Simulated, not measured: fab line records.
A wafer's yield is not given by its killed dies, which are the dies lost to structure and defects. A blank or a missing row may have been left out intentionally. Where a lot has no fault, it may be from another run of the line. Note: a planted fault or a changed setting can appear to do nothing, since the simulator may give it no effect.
fab line records    flow nand_harc
[record] lots = 13  wafers = 39  last_day = 33
route steps=1302 shown P_M1@306 P_M2@325 END@1302
lots untouched by any fault: they come from a run of this same line in which no faults occurred
start_h: start of the lot's first displayed wafer, in hours after the record's first day    wait_h: how many hours have passed since the lot's step before this one    " identical to the entry in the row above    L1.1+2: a row that stands for several wafers    - value missing, or start not given    * or withheld: withheld    < > ~ a bound
route shown NAME@n: names a module that has steps shown in the file, with the first one's number in the route    usual: average and standard deviation across the fault-free wafers    same: alike in all rows    chamber/n: place in a boat    sites: readings site by site    _std_site: the standard deviation of these    _edge_site: the outer-site mean with the inner-site mean subtracted    radius_mm: how far each site lies from the wafer's centre    mask NAME#n: copy n    behind: the most recent tool/chamber to have shaped the wafer    hold: cause of the lot's hold/its duration in hours/its outcome    device: the transistor (n, p or np) that didn't switch    end of line: at the end of the route, the tests of the same wafers    step lacking rows: just its recipe    killed: count of dies lost to structure and defects at first sort (not the wafer's yield)    map: dies across one wafer; x = killed, . = not, _ = none there
set.NAME: the run value of the setting; set.NAME@STEP: its run value at that earlier step    model.NAME: the simulator's own value behind a step, which no gauge read
the route's steps for a sample of lots (tables are steps, rows are wafers)
services: when a tool's chamber went out of use (start_h, in hours from the record's first day, below 0 if earlier), for how many hours, and the reason
[[steps]]
[step NHARC_P_M1_PRE_CLEAN_30]
[recipe] time_s = 30  temp_c = 280  gas = H2/He
[usual] heater_power_w = 406/34
lot.wafer  tool            chamber  start_h  wait_h  heater_power_w
L517.4     pvd_sputter-02  -        -        -       407
L517.2     "               -        "        "       369
L517.1     "               -        "        "       344
L518.2     pvd_sputter-01  -        -        -       448
L518.6     "               -        "        "       440
L518.5     "               -        "        "       366
L519.1     pvd_sputter-03  -        -        -       407
L519.2     "               -        "        "       415
L519.5     "               -        "        "       400
L520.3     pvd_sputter-02  -        -        -       419
L520.2     "               -        "        "       377
L520.6     "               -        "        "       411
L521.3     pvd_sputter-03  -        -        -       398
L521.1     "               -        "        "       412
L521.5     "               -        "        "       414
L525.4     pvd_sputter-03  -        -        -       387
L525.1     "               -        "        "       402
L525.6     "               -        "        "       383
L531.4     pvd_sputter-01  -        -        -       377
L531.5     "               -        "        "       368
L531.6     "               -        "        "       417
L530.2     pvd_sputter-03  -        -        -       394
L530.1     "               -        "        "       447
L530.6     "               -        "        "       403
L532.3     pvd_sputter-02  -        -        -       342
L532.1     "               -        "        "       412
L532.6     "               -        "        "       413
L535.1     pvd_sputter-02  -        -        -       341
L535.3     "               -        "        "       404
L535.2     "               -        "        "       393
L536.1     pvd_sputter-01  -        -        -       408
L536.2     "               -        "        "       461
L536.3     "               -        "        "       447
L538.2     pvd_sputter-01  -        -        -       425
L538.3     "               -        "        "       447
L538.6     "               -        "        "       422
L539.2     pvd_sputter-01  -        -        -       468
L539.1     "               -        "        "       445
L539.6     "               -        "        "       374
[step NHARC_P_M1_CMP_23]
[recipe] t_overpolish_s = 20  target_thk_nm = 157.82
[usual] motor_current_A = 12.0/1.1  time_to_endpoint_s = 29/3.1
lot.wafer  tool    chamber  start_h  wait_h  motor_current_A  time_to_endpoint_s
L517.2     cmp-03  3        122.94   -       12.8             29
L517.1     "       1        "        "       10.9             27
L517.4     "       2        "        "       10.3             31
L518.2     cmp-02  2        138.83   -       11.1             24
L518.6     "       3        "        "       13.3             25
L518.5     "       0        "        "       11.9             31
L519.2     cmp-04  3        142.30   -       14.0             33
L519.1     "       0        "        "       12.6             32
L519.5     "       3        "        "       15.1             33
L520.2     cmp-03  2        157.73   -       11.1             32
L520.3     "       3        "        "       13.2             28
L520.6     "       2        "        "       11.2             30
L521.1     cmp-02  3        166.91   -       13.6             24
L521.3     "       0        "        "       11.9             28
L521.5     "       2        "        "       11.5             26
L525.4     cmp-02  2        209.08   -       10.9             27
L525.1     "       3        "        "       13.5             26
L525.6     "       2        "        "       11.2             27
L531.4     cmp-03  2        270.11   -       10.8             32
L531.6     "       0        "        "       12.2             26
L531.5     "       1        "        "       11.5             32
L530.1     cmp-02  1        271.28   -       10.9             28
L530.2     "       0        "        "       11.3             32
L530.6     "       2        "        "       10.7             26
L532.1     cmp-02  2        282.27   -       11.1             26
L532.3     "       0        "        "       11.7             32
L532.6     "       1        "        "       11.5             29
L535.3     cmp-04  0        311.46   -       12.6             29
L535.1     "       1        "        "       11.8             33
L535.2     "       2        "        "       10.9             24
L536.3     cmp-03  3        312.41   -       12.5             36
L536.2     "       0        "        "       12.5             27
L536.1     "       1        "        "       10.3             31
L538.2     cmp-03  3        335.97   -       12.8             31
L538.3     "       0        "        "       12.2             24
L538.6     "       3        "        "       13.3             32
L539.1     cmp-02  1        350.62   -       11.0             29
L539.2     "       3        "        "       13.8             29
L539.6     "       0        "        "       11.2             31
[step NHARC_P_M1_PRE_CLEAN_32]
[recipe] time_s = 12  temp_c = 370  rf_power_w = 300  gas = NH3
[usual] heater_power_w = 666/82
lot.wafer  tool      chamber  start_h  wait_h  heater_power_w
L517.1     pecvd-03  1        123.58   0.2     607
L517.2     "         2        "        "       637
L517.4     "         0        "        "       696
L518.2     pecvd-03  1        139.31   0.1     688
L518.5     "         2        "        "       759
L518.6     "         0        "        "       699
L519.2     pecvd-04  2        142.81   0.1     598
L519.1     "         0        "        "       641
L519.5     "         0        "        "       644
L520.2     pecvd-04  0        158.25   0.1     643
L520.3     "         2        "        "       595
L520.6     "         0        "        "       643
L521.1     pecvd-04  1        167.40   0.1     569
L521.3     "         2        "        "       629
L521.5     "         0        "        "       631
L525.1     pecvd-01  0        209.59   0.1     866
L525.6     "         0        "        "       852
L525.4     "         2        "        "       737
L531.6     pecvd-01  0        270.73   0.2     735
L531.4     "         1        "        "       642
L531.5     "         2        "        "       753
L530.1     pecvd-03  1        271.82   0.1     655
L530.2     "         0        "        "       703
L530.6     "         1        "        "       663
L532.1     pecvd-01  2        282.78   0.1     671
L532.3     "         1        "        "       666
L532.6     "         0        "        "       875
L535.2     pecvd-04  2        312.00   0.1     675
L535.3     "         0        "        "       690
L535.1     "         1        "        "       526
L536.2     pecvd-04  1        312.93   0.1     601
L536.1     "         2        "        "       643
L536.3     "         0        "        "       602
L538.2     pecvd-04  2        336.51   0.1     590
L538.3     "         2        "        "       598
L538.6     "         1        "        "       523
L539.1     pecvd-01  2        351.33   0.3     671
L539.2     "         0        "        "       786
L539.6     "         2        "        "       665
[step NHARC_P_M2_EXPOSE_06]
[recipe] na = 1.35  target_cd_nm = 170  dose_mj = 80.78  mask_id = P_M2
lot.wafer   tool             chamber  start_h  wait_h  mask
L517.1+2+4  arfi_scanner-03  0        124.77   -       P_M2#0
L518.2+5+6  arfi_scanner-01  0        140.56   -       P_M2#0
L519.1+2+5  arfi_scanner-03  0        144.00   -       P_M2#0
L520.2+3+6  arfi_scanner-03  0        159.31   -       P_M2#0
L521.1+3+5  arfi_scanner-03  0        168.45   -       P_M2#0
L525.1+4+6  arfi_scanner-03  0        210.78   -       P_M2#0
L531.4+5+6  arfi_scanner-01  0        271.86   -       P_M2#0
L530.1+2+6  arfi_scanner-02  0        273.01   -       P_M2#0
L532.1+3+6  arfi_scanner-01  0        283.94   -       P_M2#0
L535.1+2+3  arfi_scanner-03  0        313.18   -       P_M2#0
L536.1+2+3  arfi_scanner-01  0        314.12   -       P_M2#0
L538.2+3+6  arfi_scanner-03  0        337.87   -       P_M2#0
L539.1+2+6  arfi_scanner-03  0        352.36   -       P_M2#0
[step NHARC_P_M2_CD_MEAS_09]
[recipe] target_cd_nm = 170  landing_energy_ev = 500
[usual] cd_nm = 170.1/0.63
lot.wafer  tool       chamber  start_h  wait_h  cd_nm
L517.1     cd_sem-03  0        124.91   -       170.3
L517.2     "          0        "        "       171.2
L517.4     "          0        "        "       170.4
L518.2     cd_sem-01  0        140.71   -       169.8
L518.5     "          0        "        "       169.1
L518.6     "          0        "        "       169.5
L519.1     cd_sem-02  0        144.14   -       170.3
L519.2     "          0        "        "       170.6
L519.5     "          0        "        "       171.4
L520.2     cd_sem-03  0        159.45   -       170.8
L520.3     "          0        "        "       171.1
L520.6     "          0        "        "       170.5
L521.1     cd_sem-03  0        168.60   -       170.6
L521.3     "          0        "        "       170.7
L521.5     "          0        "        "       170.0
L525.1     cd_sem-01  0        210.92   -       172.4
L525.4     "          0        "        "       171.6
L525.6     "          0        "        "       174.3
L531.4     cd_sem-03  0        272.00   -       169.7
L531.5     "          0        "        "       170.7
L531.6     "          0        "        "       170.4
L530.1     cd_sem-02  0        273.15   -       170.1
L530.2     "          0        "        "       171.1
L530.6     "          0        "        "       170.4
L532.1     cd_sem-02  0        284.08   -       170.5
L532.3     "          0        "        "       170.9
L532.6     "          0        "        "       171.1
L535.1     cd_sem-01  0        313.32   -       170.5
L535.2     "          0        "        "       170.3
L535.3     "          0        "        "       170.2
L536.1     cd_sem-03  0        314.25   -       170.5
L536.2     "          0        "        "       170.9
L536.3     "          0        "        "       170.0
L538.2     cd_sem-02  0        338.01   -       169.8
L538.3     "          0        "        "       169.2
L538.6     "          0        "        "       169.9
L539.1     cd_sem-02  0        352.50   -       170.6
L539.2     "          0        "        "       170.2
L539.6     "          0        "        "       171.3
[step NHARC_END_SORT_01]
[recipe] temp_c = 25
[usual] defect_limited_yield = 91.1/2.9  killed_at_array = 55/20  killed_at_other = 1.1/1.2  killed_at_periphery = 3.8/2.8  killed_dies = 60/19  killed_open = 3.4/1.9  killed_short = 2.2/1.5
[same] gross_dies = 677
lot.wafer  tool       chamber  start_h  wait_h  defect_limited_yield[%]  killed_at_array  killed_at_other  killed_at_periphery  killed_dies  killed_open  killed_short
L525.1     prober-01  0        633.22   2.5     84.2                     104              0                3                    107          1            4
L525.4     prober-01  0        635.65   3.4     87.4                     82               1                2                    85           4            2
L525.6     prober-01  0        637.28   4.1     83.9                     108              1                0                    109          5            1
L531.4     prober-02  0        719.16   3.4     90.8                     52               1                9                    62           2            3
L531.5     prober-02  0        719.96   3.7     93.5                     43               0                1                    44           0            4
L531.6     prober-02  0        720.77   4.0     93.4                     38               5                2                    45           0            2
// killed by level:class
L525.1 A_CHANNEL_HOLE_D2:chamber_film_flake=34 A_SLIT:chamber_film_flake=32 A_CHANNEL_HOLE_D1:chamber_film_flake=22 A_CONTACT:chamber_film_flake=7 A_STAIRCASE:chamber_film_flake=3 A_DECK1_JOINT:geometric_particle:short=2 A_CHANNEL_FILL_D2:chamber_film_flake=2 P_GATE:geometric_particle:open=1
L525.4 A_SLIT:chamber_film_flake=31 A_CHANNEL_HOLE_D2:chamber_film_flake=22 A_CHANNEL_HOLE_D1:chamber_film_flake=19 A_CONTACT:chamber_film_flake=3 P_CONTACT:geometric_particle:open=1 A_CHANNEL_FILL_D1:geometric_particle:short=1 A_DECK1_JOINT:geometric_particle:open=1 A_CHANNEL_HOLE_D2:geometric_particle:open=1
L525.6 A_CHANNEL_HOLE_D1:chamber_film_flake=33 A_CHANNEL_HOLE_D2:chamber_film_flake=31 A_SLIT:chamber_film_flake=28 A_CONTACT:chamber_film_flake=5 A_M0:geometric_particle:open=2 A_STAIRCASE:chamber_film_flake=2 A_WL_FILL:chamber_film_flake=2 A_DECK1_JOINT:geometric_particle:short=1
L531.4 A_CHANNEL_HOLE_D1:chamber_film_flake=39 P_STI:chamber_film_flake=4 A_SLIT:chamber_film_flake=4 P_M2:chamber_film_flake=2 A_CONTACT:chamber_film_flake=2 P_M1:geometric_particle:open=1 A_ONON_D1:geometric_particle:open=1 A_ONON_D1:geometric_particle:short=1
L531.5 A_CHANNEL_HOLE_D1:chamber_film_flake=28 A_DECK1_JOINT:chamber_film_flake=4 A_SLIT:chamber_film_flake=3 A_CONTACT:chamber_film_flake=3 A_DECK1_JOINT:geometric_particle:short=2 A_ONON_D2:geometric_particle:short=1 A_WL_FILL:geometric_particle:short=1 P_M1:chamber_film_flake=1
L531.6 A_CHANNEL_HOLE_D1:chamber_film_flake=33 THIN_TSV:chamber_film_flake=5 A_SLIT:chamber_film_flake=2 A_CHANNEL_FILL_D1:geometric_particle:short=1 A_WL_FILL:geometric_particle:short=1 P_GATE:chamber_film_flake=1 P_M1:chamber_film_flake=1 A_DECK1_JOINT:chamber_film_flake=1
[[services]]
tool             chamber  start_h  hours  kind
pvd_sputter-02   -        100.96   4.0    repair
pvd_sputter-01   -        111.53   11.3   repair
cmp-02           -        134.68   4.0    pm
pvd_sputter-01   -        157.24   1.8    repair
cmp-03           -        162.29   4.0    pm
pvd_sputter-01   -        168.93   4.1    repair
cmp-03           -        179.15   0.5    repair
arfi_scanner-03  -        196.02   4.0    pm
cmp-03           -        199.28   0.4    repair
cmp-02           -        206.34   0.4    repair
pvd_sputter-01   -        223.04   2.9    repair
cmp-02           -        226.38   1.3    repair
pvd_sputter-01   -        226.67   10.0   pm
cmp-02           -        232.68   4.0    pm
cmp-03           -        260.29   4.0    pm
pecvd-04         -        269.63   13.0   pm
cmp-02           -        278.82   2.2    repair
arfi_scanner-03  -        279.46   14.2   repair
cmp-03           -        304.92   0.5    repair
cmp-02           -        311.31   4.5    repair
pecvd-04         0        323.30   14.9   repair
cmp-02           -        324.37   1.7    repair
cmp-02           -        330.68   4.0    pm
pecvd-04         -        340.79   1.3    repair
[[key]]
[first_sign] step = NHARC_P_M2_CD_MEAS_09  reading = cd_nm  direction = up  sigmas = 4.1  usual = 170.1  struck = 172.7
effect none on later readings
met_at NHARC_P_M2_EXPOSE_06
struck_lots L525
not_acting_at NHARC_P_M1_PRE_CLEAN_30,NHARC_P_M1_CMP_23,NHARC_P_M1_PRE_CLEAN_32
onset_between 168.45 210.78
[fault] kind = process_parameter_drift  tool = arfi_scanner-03  chamber = -  onset_h = 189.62  steps = NHARC_P_M2_EXPOSE_06  channel = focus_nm  offset = 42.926  spread_by_wafer = 0.3  shape = step  end_h = 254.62
